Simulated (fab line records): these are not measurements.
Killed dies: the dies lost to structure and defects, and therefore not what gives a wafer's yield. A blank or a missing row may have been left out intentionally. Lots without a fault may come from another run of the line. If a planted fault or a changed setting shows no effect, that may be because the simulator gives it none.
fab line records	flow n5Finfet
[record] lots = 24	wafers = 72	lastDay = 17
route steps=1938 shown BEOL_M1@793
lots with no fault: from the same line, run without faults
startH: hours from the record's opening day to when the first of the lot's shown wafers began	waitH: time in hours since the lot's previous step	" same as the row above	L1.1+2: one row covering several wafers at once	- no value, or no start given	* or withheld: withheld	< > ~ a bound
route shown NAME@n: NAME is a module with steps in the file, n the number in the route of the first one	usual: average and standard deviation across the fault-free wafers	same: alike in all rows	chamber/n: place in a boat	sites: readings site by site	_std_site: the values' standard deviation	_edge_site: inner sites' mean taken away from outer sites' mean	radiusMm: how far each site lies from the wafer's centre	mask NAME#n: copy n	behind: the last tool/chamber to shape the wafer	hold: why the lot went on hold/how many hours it stayed there/how the hold came to an end	device: the n, p or np transistor that did not switch	end of line: the same wafers' tests at the end of the route	for a step that has no rows: nothing shown but its recipe	killed: dies that structure and defects cost at the first sort, which is not the same as the wafer's yield	map: a wafer's dies, x killed, . not, _ none there
set.NAME: setting as actually run; set.NAME@STEP: the setting as run at that earlier step	model.NAME: the simulator's own value behind a step, which no gauge read
a sample of lots followed through the steps of the route, with each step as a table and each wafer as a row
services: from which hour (startH, from the record's first day; less than 0 if before it) a tool's chamber was out of use, for how many hours, and why
[[steps]]
[step N5_BEOL_M1_ETCHBACK_99]
[recipe] chemistry = CHF3	target = SiO2	targetDepthA = 50	timeS = 10.4	sourceW = 215	biasW = 47	Ar_flow_sccm = 200	CHF3_flow_sccm = 12	ionEnergyEv = 100	pressureMtorr = 30
[usual] drypumpMotorCurrentA = 5.7/0.39	oesProductAu = 0.77/0.082	rfVppV = 240/6	showerheadPlenumPTorr = 2.14/0.085	throttleValvePct = 17.06/0.23
lot.wafer	tool	chamber	startH	waitH	drypumpMotorCurrentA	oesProductAu	rfHoursCounterH	rfVppV	showerheadPlenumPTorr	throttleValvePct
L074.2	rieDiel-05	2	124.96	0.1	5.5	0.94	17	238	2.21	16.64
L074.5	"	3	"	"	5.5	0.76	-	238	2.07	17.04
L074.6	"	2	"	"	5.6	0.93	-	239	2.21	16.64
L075.1	rieDiel-05	3	131.08	0.7	5.6	0.75	169	238	2.07	17.02
L075.2	"	2	"	"	5.5	0.92	18	239	2.20	16.64
L075.4	"	1	"	"	5.7	0.80	94	231	2.01	17.26
L076.1	rieDiel-05	0	134.93	0.1	6.0	0.70	194	250	2.04	17.22
L076.2	"	1	"	"	5.7	0.80	95	230	2.01	17.26
L076.4	"	3	"	"	5.5	0.75	169	240	2.07	17.02
L077.1	rieDiel-05	2	141.90	0.9	5.6	0.91	21	238	2.20	16.66
L077.4	"	3	"	"	5.5	0.74	171	237	2.07	17.03
L077.6	"	1	"	"	5.7	0.79	-	230	2.01	17.26
L078.1	rieDiel-04	1	151.35	0.1	6.5	0.73	170	237	2.13	16.91
L078.3	"	2	"	"	5.6	0.76	130	240	2.16	16.68
L078.5	"	0	"	"	6.5	0.82	-	243	2.28	17.27
L079.3	rieDiel-04	1	155.81	0.5	6.6	0.72	172	237	2.13	16.91
L079.4	"	0	"	"	6.6	0.83	96	240	2.28	17.27
L079.6	"	0	"	"	6.6	0.82	-	240	2.28	17.28
L080.1	rieDiel-05	2	169.81	0.1	5.6	0.89	29	237	2.20	16.64
L080.2	"	0	"	"	6.0	0.69	204	249	2.04	17.24
L080.6	"	1	"	"	5.8	0.78	-	230	2.00	17.28
L081.3	rieDiel-01	1	172.04	1.4	5.6	0.72	181	239	2.13	17.14
L081.5	"	3	"	"	5.5	0.71	-	251	2.23	17.14
L081.6	"	2	"	"	5.5	0.70	-	241	2.23	17.23
L082.1	rieDiel-04	2	175.45	2.9	5.6	0.76	136	241	2.15	16.69
L082.3	"	0	"	"	6.5	0.82	101	243	2.28	17.30
L082.6	"	0	"	"	6.5	0.82	-	243	2.28	17.29
L083.2	rieDiel-01	2	180.99	8.3	5.5	0.70	221	240	2.23	17.25
L083.5	"	1	"	"	5.6	0.70	-	240	2.12	17.15
L083.6	"	2	"	"	5.5	0.70	-	242	2.23	17.24
L084.1	rieDiel-05	1	192.14	5.1	5.7	0.77	112	230	2.00	17.30
L084.2	"	2	"	"	5.5	0.89	36	239	2.20	16.66
L084.5	"	1	"	"	5.7	0.78	-	231	2.00	17.30
L085.2	rieDiel-05	1	196.60	2.3	5.7	0.78	114	230	2.00	17.29
L085.4	"	3	"	"	5.5	0.73	188	236	2.07	17.08
L085.5	"	1	"	"	5.7	0.78	-	229	2.00	17.29
L086.1	rieDiel-01	0	204.07	1.4	5.3	0.97	6	243	2.20	16.66
L086.2	"	3	"	"	5.5	0.70	214	250	2.22	17.15
L086.6	"	2	"	"	5.5	0.69	-	242	2.23	17.26
L087.1	rieDiel-01	0	204.45	1.5	5.3	0.98	6	242	2.20	16.67
L087.3	"	3	"	"	5.5	0.71	215	250	2.22	17.16
L087.4	"	1	"	"	5.6	0.71	192	239	2.12	17.15
L088.1	rieDiel-01	0	215.81	3.4	5.2	0.96	10	243	2.20	16.69
L088.4	"	1	"	"	5.6	0.70	195	239	2.12	17.16
L088.5	"	3	"	"	5.5	0.69	-	250	2.22	17.16
L089.1	rieDiel-01	1	220.04	2.9	5.6	0.70	196	238	2.12	17.16
L089.2	"	2	"	"	5.5	0.69	233	242	2.23	17.25
L089.6	"	2	"	"	5.5	0.68	-	240	2.23	17.28
L090.1	rieDiel-05	3	225.34	2.7	5.5	0.73	198	238	2.07	17.08
L090.3	"	0	"	"	6.1	0.68	222	249	2.03	17.26
L090.6	"	0	"	"	6.0	0.68	-	249	2.03	17.27
L091.2	rieDiel-01	0	228.65	1.3	5.3	0.95	13	244	2.20	16.67
L091.4	"	1	"	"	5.6	0.70	198	239	2.12	17.16
L091.5	"	3	"	"	5.5	0.70	-	251	2.22	17.16
L092.2	rieDiel-01	2	234.46	3.2	5.5	0.68	237	240	2.22	17.28
L092.4	"	3	"	"	5.5	0.69	224	252	2.22	17.18
L092.5	"	2	"	"	5.5	0.69	-	240	2.22	17.28
L093.1	rieDiel-04	2	237.28	0.9	5.6	0.74	155	242	2.15	16.71
L093.4	"	3	"	"	5.4	0.85	75	236	2.09	16.87
L093.6	"	2	"	"	5.6	0.74	-	241	2.15	16.73
L094.3	rieDiel-04	2	249.39	3.0	5.6	0.75	160	240	2.15	16.73
L094.5	"	3	"	"	5.4	0.84	-	237	2.09	16.87
L094.6	"	2	"	"	5.6	0.75	-	242	2.15	16.72
L095.3	rieDiel-04	1	252.83	1.2	6.5	0.70	199	239	2.12	16.97
L095.5	"	3	"	"	5.4	0.85	-	235	2.09	16.88
L095.6	"	0	"	"	6.6	0.79	-	243	2.27	17.32
L096.1	rieDiel-05	2	259.09	0.4	5.5	0.86	59	237	2.19	16.71
L096.4	"	1	"	"	5.7	0.77	126	231	2.00	17.32
L096.5	"	1	"	"	5.7	0.78	-	228	2.00	17.30
L097.3	rieDiel-04	1	262.95	1.0	6.5	0.70	202	237	2.12	16.97
L097.4	"	0	"	"	6.5	0.78	127	242	2.27	17.34
L097.5	"	1	"	"	6.5	0.70	-	237	2.12	16.97
[step N5_BEOL_M1_STRIP_36]
[recipe] chemistry = N2/H2	powerW = 450	tempC = 40	pressureMtorr = 20	rfFrequencyHz = 6e+07	overashFraction = 0.3	biasPowerW = 7	h2Frac = 0.5	n2FlowSccm = 200	h2FlowSccm = 200
[usual] drypumpMotorCurrentA = 5.7/0.38	h2FlowSccm = 200.0/0.62	oesProductAu = 0.77/0.082	rfVppV = 58.9/1.4	showerheadPlenumPTorr = 2.52/0.1	throttleValvePct = 23.64/0.28
lot.wafer	tool	chamber	startH	waitH	drypumpMotorCurrentA	h2FlowSccm	oesProductAu	rfHoursCounterH	rfVppV	showerheadPlenumPTorr	throttleValvePct
L074.2	rieDiel-05	2	125.16	0.0	5.6	200.1	0.93	17	60.0	2.61	23.28
L074.5	"	3	"	"	5.5	202.4	0.74	-	57.9	2.44	23.46
L074.6	"	2	"	"	5.6	200.3	0.92	-	60.1	2.61	23.31
L075.1	rieDiel-05	3	131.28	0.0	5.6	200.1	0.74	169	60.0	2.44	23.45
L075.2	"	2	"	"	5.5	200.1	0.91	19	59.5	2.61	23.30
L075.4	"	1	"	"	5.7	201.3	0.81	94	57.2	2.35	23.64
L076.1	rieDiel-05	0	135.12	0.0	6.1	199.8	0.70	194	58.9	2.41	23.68
L076.2	"	1	"	"	5.8	199.3	0.80	95	56.7	2.35	23.63
L076.4	"	3	"	"	5.6	200.2	0.73	169	60.8	2.44	23.42
L077.1	rieDiel-05	2	142.10	0.0	5.5	199.7	0.91	21	59.2	2.61	23.28
L077.4	"	3	"	"	5.6	199.4	0.74	171	59.4	2.44	23.46
L077.6	"	1	"	"	5.7	200.3	0.80	-	57.7	2.35	23.65
L078.1	rieDiel-04	1	151.55	0.0	6.6	199.2	0.71	170	58.0	2.51	23.08
L078.3	"	2	"	"	5.6	200.3	0.77	130	57.3	2.56	23.30
L078.5	"	0	"	"	6.6	200.6	0.83	-	58.9	2.67	23.99
L079.3	rieDiel-04	1	156.00	0.0	6.6	199.8	0.72	172	59.8	2.51	23.06
L079.4	"	0	"	"	6.6	200.5	0.83	96	58.1	2.67	24.00
L079.6	"	0	"	"	6.5	199.1	0.83	-	57.6	2.67	23.98
L080.1	rieDiel-05	2	170.01	0.0	5.5	200.6	0.88	29	58.0	2.61	23.33
L080.2	"	0	"	"	6.0	200.5	0.70	204	57.3	2.41	23.74
L080.6	"	1	"	"	5.7	201.0	0.80	-	60.0	2.34	23.67
L081.3	rieDiel-01	1	172.24	0.0	5.6	199.8	0.72	181	61.7	2.54	23.97
L081.5	"	3	"	"	5.5	200.0	0.70	-	57.7	2.62	23.60
L081.6	"	2	"	"	5.5	199.6	0.70	-	60.5	2.63	23.96
L082.1	rieDiel-04	2	175.65	0.0	5.6	200.4	0.75	137	58.1	2.56	23.30
L082.3	"	0	"	"	6.5	199.8	0.81	101	59.0	2.67	24.00
L082.6	"	0	"	"	6.5	200.5	0.80	-	61.6	2.67	24.01
L083.2	rieDiel-01	2	181.19	0.0	5.6	200.0	0.71	221	59.9	2.63	23.97
L083.5	"	1	"	"	5.6	199.8	0.72	-	56.8	2.54	23.97
L083.6	"	2	"	"	5.6	200.1	0.70	-	57.9	2.63	23.98
L084.1	rieDiel-05	1	192.33	0.0	5.8	199.8	0.79	112	57.5	2.34	23.64
L084.2	"	2	"	"	5.6	200.0	0.88	36	60.0	2.60	23.33
L084.5	"	1	"	"	5.7	200.4	0.79	-	57.3	2.34	23.67
L085.2	rieDiel-05	1	196.79	0.0	5.7	201.0	0.79	114	55.5	2.34	23.65
L085.4	"	3	"	"	5.6	200.5	0.72	188	58.8	2.43	23.50
L085.5	"	1	"	"	5.7	200.4	0.78	-	57.0	2.34	23.67
L086.1	rieDiel-01	0	204.27	0.0	5.3	200.7	0.99	6	60.5	2.60	23.37
L086.2	"	3	"	"	5.5	200.6	0.69	214	57.9	2.61	23.64
L086.6	"	2	"	"	5.5	200.1	0.69	-	58.6	2.63	23.99
L087.1	rieDiel-01	0	204.65	0.0	5.3	199.4	0.98	7	59.4	2.60	23.38
L087.3	"	3	"	"	5.5	199.7	0.69	215	59.9	2.61	23.59
L087.4	"	1	"	"	5.6	198.9	0.71	192	57.1	2.53	24.01
L088.1	rieDiel-01	0	216.01	0.0	5.3	200.6	0.98	10	59.3	2.60	23.37
L088.4	"	1	"	"	5.6	200.5	0.71	195	62.0	2.53	23.99
L088.5	"	3	"	"	5.5	199.0	0.69	-	56.3	2.61	23.60
L089.1	rieDiel-01	1	220.23	0.0	5.6	200.2	0.72	196	61.2	2.53	23.97
L089.2	"	2	"	"	5.5	200.2	0.69	233	59.7	2.62	23.97
L089.6	"	2	"	"	5.5	200.2	0.70	-	58.4	2.63	23.99
L090.1	rieDiel-05	3	225.54	0.0	5.5	200.0	0.73	198	58.8	2.42	23.50
L090.3	"	0	"	"	6.1	200.2	0.68	222	57.3	2.40	23.74
L090.6	"	0	"	"	6.0	199.7	0.70	-	59.5	2.40	23.73
L091.2	rieDiel-01	0	228.85	0.0	5.3	200.5	0.97	13	58.2	2.60	23.37
L091.4	"	1	"	"	5.6	200.9	0.71	198	57.3	2.53	24.00
L091.5	"	3	"	"	5.5	199.6	0.70	-	60.4	2.61	23.62
L092.2	rieDiel-01	2	234.66	0.0	5.5	199.7	0.70	237	58.2	2.62	23.97
L092.4	"	3	"	"	5.5	200.1	0.68	224	58.0	2.61	23.62
L092.5	"	2	"	"	5.5	200.0	0.68	-	59.6	2.62	24.01
L093.1	rieDiel-04	2	237.48	0.0	5.6	200.2	0.75	156	61.0	2.55	23.33
L093.4	"	3	"	"	5.4	199.0	0.85	75	60.0	2.48	23.74
L093.6	"	2	"	"	5.6	200.9	0.74	-	59.5	2.55	23.34
L094.3	rieDiel-04	2	249.58	0.0	5.6	200.3	0.73	160	60.1	2.55	23.35
L094.5	"	3	"	"	5.4	200.1	0.83	-	58.1	2.48	23.76
L094.6	"	2	"	"	5.6	199.5	0.72	-	60.2	2.55	23.36
L095.3	rieDiel-04	1	253.03	0.0	6.5	199.8	0.70	199	56.4	2.50	23.11
L095.5	"	3	"	"	5.4	199.0	0.84	-	61.5	2.48	23.74
L095.6	"	0	"	"	6.6	199.3	0.80	-	57.8	2.66	24.03
L096.1	rieDiel-05	2	259.29	0.0	5.5	199.5	0.86	59	59.6	2.59	23.35
L096.4	"	1	"	"	5.7	199.5	0.78	126	60.5	2.33	23.67
L096.5	"	1	"	"	5.7	199.6	0.78	-	56.5	2.33	23.66
L097.3	rieDiel-04	1	263.14	0.0	6.5	199.9	0.70	202	56.9	2.49	23.12
L097.4	"	0	"	"	6.6	199.6	0.78	127	61.2	2.66	24.03
L097.5	"	1	"	"	6.5	200.2	0.69	-	60.5	2.49	23.10
[step N5_BEOL_M1_OCD_MEAS_38]
[usual] trenchDepthNm = 55.0/0.79
lot.wafer	tool	chamber	startH	waitH	trenchDepthNm
L074.2	ocd-01	-	125.35	-	56.5
L074.5	"	-	"	"	54.7
L074.6	"	-	"	"	56.7
L075.1	ocd-02	-	131.48	-	54.5
L075.2	"	-	"	"	56.9
L075.4	"	-	"	"	54.8
L076.1	ocd-02	-	135.32	-	53.4
L076.2	"	-	"	"	54.3
L076.4	"	-	"	"	54.1
L077.1	ocd-02	-	142.29	-	55.8
L077.4	"	-	"	"	54.0
L077.6	"	-	"	"	54.7
L078.1	ocd-02	-	151.75	-	54.2
L078.3	"	-	"	"	56.5
L078.5	"	-	"	"	55.4
L079.3	ocd-01	-	156.20	-	55.0
L079.4	"	-	"	"	56.1
L079.6	"	-	"	"	56.2
L080.1	ocd-02	-	170.21	-	56.0
L080.2	"	-	"	"	54.3
L080.6	"	-	"	"	55.3
L081.3	ocd-01	-	172.44	-	54.8
L081.5	"	-	"	"	55.0
L081.6	"	-	"	"	55.0
L082.1	ocd-02	-	175.84	-	56.4
L082.3	"	-	"	"	56.1
L082.6	"	-	"	"	55.8
L083.2	ocd-02	-	181.38	-	54.4
L083.5	"	-	"	"	55.5
L083.6	"	-	"	"	55.2
L084.1	ocd-01	-	192.53	-	55.3
L084.2	"	-	"	"	56.3
L084.5	"	-	"	"	55.0
L085.2	ocd-02	-	196.99	-	54.7
L085.4	"	-	"	"	54.4
L085.5	"	-	"	"	55.1
L086.1	ocd-01	-	204.46	-	55.6
L086.2	"	-	"	"	54.8
L086.6	"	-	"	"	53.6
L087.1	ocd-01	-	204.85	-	54.7
L087.3	"	-	"	"	55.0
L087.4	"	-	"	"	54.5
L088.1	ocd-02	-	216.20	-	55.8
L088.4	"	-	"	"	54.8
L088.5	"	-	"	"	56.0
L089.1	ocd-01	-	220.43	-	54.8
L089.2	"	-	"	"	54.0
L089.6	"	-	"	"	53.9
L090.1	ocd-02	-	225.74	-	54.5
L090.3	"	-	"	"	54.4
L090.6	"	-	"	"	54.4
L091.2	ocd-02	-	229.04	-	55.7
L091.4	"	-	"	"	53.9
L091.5	"	-	"	"	54.9
L092.2	ocd-02	-	234.86	-	53.8
L092.4	"	-	"	"	55.2
L092.5	"	-	"	"	54.7
L093.1	ocd-02	-	237.68	-	56.3
L093.4	"	-	"	"	55.6
L093.6	"	-	"	"	56.5
L094.3	ocd-01	-	249.78	-	56.3
L094.5	"	-	"	"	55.3
L094.6	"	-	"	"	55.0
L095.3	ocd-02	-	253.23	-	54.8
L095.5	"	-	"	"	55.4
L095.6	"	-	"	"	55.4
L096.1	ocd-01	-	259.48	-	56.2
L096.4	"	-	"	"	55.3
L096.5	"	-	"	"	55.8
L097.3	ocd-01	-	263.34	-	54.1
L097.4	"	-	"	"	55.2
L097.5	"	-	"	"	54.6
[step N5_BEOL_M1_SPUTTER_86]
[recipe] material = Cu	targetThkA = 45	tempC = -20	chamberPressurePa = 0.07	powerW = withheld	timeS = 8.29
[usual] throttleValvePct = 30.1/0.94
lot.wafer	tool	chamber	startH	waitH	throttleValvePct
L074.2	pvdSputter-01	-	126.86	0.1	30.6
L074.5	"	-	"	"	30.4
L074.6	"	-	"	"	30.4
L075.1	pvdSputter-01	-	133.53	0.1	30.7
L075.2	"	-	"	"	30.7
L075.4	"	-	"	"	33.1
L076.1	pvdSputter-02	-	138.39	0.1	29.6
L076.2	"	-	"	"	28.9
L076.4	"	-	"	"	30.2
L077.1	pvdSputter-03	-	143.87	0.1	29.7
L077.4	"	-	"	"	28.8
L077.6	"	-	"	"	29.2
L078.1	pvdSputter-03	-	153.15	0.1	30.3
L078.3	"	-	"	"	30.3
L078.5	"	-	"	"	30.4
L079.3	pvdSputter-02	-	159.20	0.1	30.4
L079.4	"	-	"	"	29.1
L079.6	"	-	"	"	30.1
L080.1	pvdSputter-03	-	171.92	0.1	29.0
L080.2	"	-	"	"	30.0
L080.6	"	-	"	"	29.1
L081.3	pvdSputter-03	-	174.00	0.1	29.6
L081.5	"	-	"	"	30.0
L081.6	"	-	"	"	29.5
L082.1	pvdSputter-03	-	178.28	0.1	30.3
L082.3	"	-	"	"	30.3
L082.6	"	-	"	"	29.1
L083.2	pvdSputter-03	-	183.30	0.1	30.4
L083.5	"	-	"	"	29.1
L083.6	"	-	"	"	30.6
L084.1	pvdSputter-02	-	194.37	0.1	30.2
L084.2	"	-	"	"	29.2
L084.5	"	-	"	"	29.2
L085.2	pvdSputter-02	-	199.97	0.1	30.3
L085.4	"	-	"	"	29.2
L085.5	"	-	"	"	30.2
L086.1	pvdSputter-01	-	206.18	0.1	30.6
L086.2	"	-	"	"	32.8
L086.6	"	-	"	"	30.2
L087.1	pvdSputter-02	-	207.69	0.1	29.1
L087.3	"	-	"	"	30.4
L087.4	"	-	"	"	30.0
L088.1	pvdSputter-01	-	218.32	0.1	33.1
L088.4	"	-	"	"	30.7
L088.5	"	-	"	"	30.8
L089.1	pvdSputter-03	-	222.44	0.1	30.4
L089.2	"	-	"	"	30.3
L089.6	"	-	"	"	29.3
L090.1	pvdSputter-01	-	228.09	0.1	30.6
L090.3	"	-	"	"	30.7
L090.6	"	-	"	"	33.4
L091.2	pvdSputter-02	-	231.27	0.1	30.0
L091.4	"	-	"	"	30.6
L091.5	"	-	"	"	30.5
L092.2	pvdSputter-03	-	236.66	0.1	30.4
L092.4	"	-	"	"	28.9
L092.5	"	-	"	"	30.2
L093.1	pvdSputter-03	-	239.48	0.1	30.3
L093.4	"	-	"	"	30.4
L093.6	"	-	"	"	28.8
L094.3	pvdSputter-02	-	252.01	0.1	29.1
L094.5	"	-	"	"	30.3
L094.6	"	-	"	"	29.0
L095.3	pvdSputter-01	-	255.41	0.1	31.0
L095.5	"	-	"	"	30.8
L095.6	"	-	"	"	30.6
L096.1	pvdSputter-02	-	261.47	0.1	29.4
L096.4	"	-	"	"	30.3
L096.5	"	-	"	"	30.0
L097.3	pvdSputter-03	-	265.23	0.1	29.1
L097.4	"	-	"	"	30.2
L097.5	"	-	"	"	29.8
[step N5_BEOL_M1_ANNEAL_91]
[recipe] tempC = 400	timeS = 240	ambient = vacuum
[usual] heaterPowerW = 833/85
lot.wafer	tool	chamber	startH	waitH	heaterPowerW
L074.2	pvdSputter-01	-	127.38	0.0	794
L074.5	"	-	"	"	964
L074.6	"	-	"	"	806
L075.1	pvdSputter-01	-	134.05	0.0	983
L075.2	"	-	"	"	817
L075.4	"	-	"	"	812
L076.1	pvdSputter-02	-	138.91	0.0	778
L076.2	"	-	"	"	736
L076.4	"	-	"	"	895
L077.1	pvdSputter-03	-	144.39	0.0	742
L077.4	"	-	"	"	876
L077.6	"	-	"	"	896
L078.1	pvdSputter-03	-	153.67	0.0	765
L078.3	"	-	"	"	732
L078.5	"	-	"	"	783
L079.3	pvdSputter-02	-	159.72	0.0	881
L079.4	"	-	"	"	725
L079.6	"	-	"	"	892
L080.1	pvdSputter-03	-	172.44	0.0	869
L080.2	"	-	"	"	763
L080.6	"	-	"	"	874
L081.3	pvdSputter-03	-	174.52	0.0	757
L081.5	"	-	"	"	720
L081.6	"	-	"	"	740
L082.1	pvdSputter-03	-	178.80	0.0	784
L082.3	"	-	"	"	725
L082.6	"	-	"	"	852
L083.2	pvdSputter-03	-	183.82	0.0	774
L083.5	"	-	"	"	875
L083.6	"	-	"	"	794
L084.1	pvdSputter-02	-	194.95	0.0	943
L084.2	"	-	"	"	772
L084.5	"	-	"	"	722
L085.2	pvdSputter-02	-	200.56	0.0	929
L085.4	"	-	"	"	771
L085.5	"	-	"	"	873
L086.1	pvdSputter-01	-	206.70	0.0	813
L086.2	"	-	"	"	821
L086.6	"	-	"	"	958
L087.1	pvdSputter-02	-	208.21	0.0	774
L087.3	"	-	"	"	938
L087.4	"	-	"	"	871
L088.1	pvdSputter-01	-	218.90	0.0	826
L088.4	"	-	"	"	806
L088.5	"	-	"	"	825
L089.1	pvdSputter-03	-	223.00	0.0	783
L089.2	"	-	"	"	722
L089.6	"	-	"	"	874
L090.1	pvdSputter-01	-	228.67	0.0	984
L090.3	"	-	"	"	813
L090.6	"	-	"	"	808
L091.2	pvdSputter-02	-	231.79	0.0	869
L091.4	"	-	"	"	932
L091.5	"	-	"	"	925
L092.2	pvdSputter-03	-	237.18	0.0	718
L092.4	"	-	"	"	893
L092.5	"	-	"	"	775
L093.1	pvdSputter-03	-	240.00	0.0	775
L093.4	"	-	"	"	718
L093.6	"	-	"	"	869
L094.3	pvdSputter-02	-	252.53	0.0	733
L094.5	"	-	"	"	925
L094.6	"	-	"	"	718
L095.3	pvdSputter-01	-	255.93	0.0	824
L095.5	"	-	"	"	1002
L095.6	"	-	"	"	944
L096.1	pvdSputter-02	-	261.99	0.0	782
L096.4	"	-	"	"	943
L096.5	"	-	"	"	895
L097.3	pvdSputter-03	-	265.75	0.0	875
L097.4	"	-	"	"	709
L097.5	"	-	"	"	745
[step N5_BEOL_M1_ANNEAL_95]
[recipe] tempC = 400	timeS = 240	ambient = vacuum
[usual] heaterPowerW = 833/86
lot.wafer	tool	chamber	startH	waitH	heaterPowerW
L074.2	pvdSputter-01	-	127.82	0.0	802
L074.5	"	-	"	"	978
L074.6	"	-	"	"	810
L075.1	pvdSputter-01	-	134.49	0.0	1002
L075.2	"	-	"	"	807
L075.4	"	-	"	"	817
L076.1	pvdSputter-02	-	139.35	0.0	784
L076.2	"	-	"	"	727
L076.4	"	-	"	"	871
L077.1	pvdSputter-03	-	144.83	0.0	751
L077.4	"	-	"	"	897
L077.6	"	-	"	"	872
L078.1	pvdSputter-03	-	154.11	0.0	805
L078.3	"	-	"	"	716
L078.5	"	-	"	"	776
L079.3	pvdSputter-02	-	160.16	0.0	881
L079.4	"	-	"	"	717
L079.6	"	-	"	"	886
L080.1	pvdSputter-03	-	172.88	0.0	858
L080.2	"	-	"	"	756
L080.6	"	-	"	"	883
L081.3	pvdSputter-03	-	174.96	0.0	740
L081.5	"	-	"	"	724
L081.6	"	-	"	"	746
L082.1	pvdSputter-03	-	179.24	0.0	786
L082.3	"	-	"	"	727
L082.6	"	-	"	"	859
L083.2	pvdSputter-03	-	184.26	0.0	772
L083.5	"	-	"	"	878
L083.6	"	-	"	"	794
L084.1	pvdSputter-02	-	195.45	0.0	927
L084.2	"	-	"	"	778
L084.5	"	-	"	"	712
L085.2	pvdSputter-02	-	201.05	0.0	937
L085.4	"	-	"	"	768
L085.5	"	-	"	"	865
L086.1	pvdSputter-01	-	207.14	0.0	812
L086.2	"	-	"	"	810
L086.6	"	-	"	"	933
L087.1	pvdSputter-02	-	208.65	0.0	785
L087.3	"	-	"	"	934
L087.4	"	-	"	"	886
L088.1	pvdSputter-01	-	219.40	0.0	803
L088.4	"	-	"	"	805
L088.5	"	-	"	"	791
L089.1	pvdSputter-03	-	223.48	0.0	785
L089.2	"	-	"	"	719
L089.6	"	-	"	"	888
L090.1	pvdSputter-01	-	229.17	0.0	987
L090.3	"	-	"	"	821
L090.6	"	-	"	"	814
L091.2	pvdSputter-02	-	232.23	0.0	863
L091.4	"	-	"	"	943
L091.5	"	-	"	"	940
L092.2	pvdSputter-03	-	237.62	0.0	716
L092.4	"	-	"	"	861
L092.5	"	-	"	"	781
L093.1	pvdSputter-03	-	240.44	0.0	766
L093.4	"	-	"	"	738
L093.6	"	-	"	"	861
L094.3	pvdSputter-02	-	252.97	0.0	731
L094.5	"	-	"	"	955
L094.6	"	-	"	"	728
L095.3	pvdSputter-01	-	256.37	0.0	808
L095.5	"	-	"	"	1003
L095.6	"	-	"	"	924
L096.1	pvdSputter-02	-	262.45	0.0	774
L096.4	"	-	"	"	929
L096.5	"	-	"	"	875
L097.3	pvdSputter-03	-	266.19	0.0	864
L097.4	"	-	"	"	741
L097.5	"	-	"	"	765
[[services]]
tool	chamber	startH	hours	kind
rieDiel-01	1	103.37	4.6	repair
rieDiel-04	0	115.51	14.2	repair
pvdSputter-03	-	136.53	4.5	repair
rieDiel-04	1	160.42	8.4	repair
rieDiel-04	-	161.90	4.3	pm
rieDiel-01	0	169.35	-	clean
rieDiel-01	0	169.35	-	consumableReplace:focusRing
rieDiel-01	0	169.35	15.3	scheduledDown
rieDiel-01	0	169.35	15.3	ventCycle
rieDiel-04	2	186.18	3.8	repair
rieDiel-05	1	199.14	22.3	repair
rieDiel-04	-	219.11	0.4	repair
rieDiel-05	2	262.35	13.6	repair
[[key]]
fault none
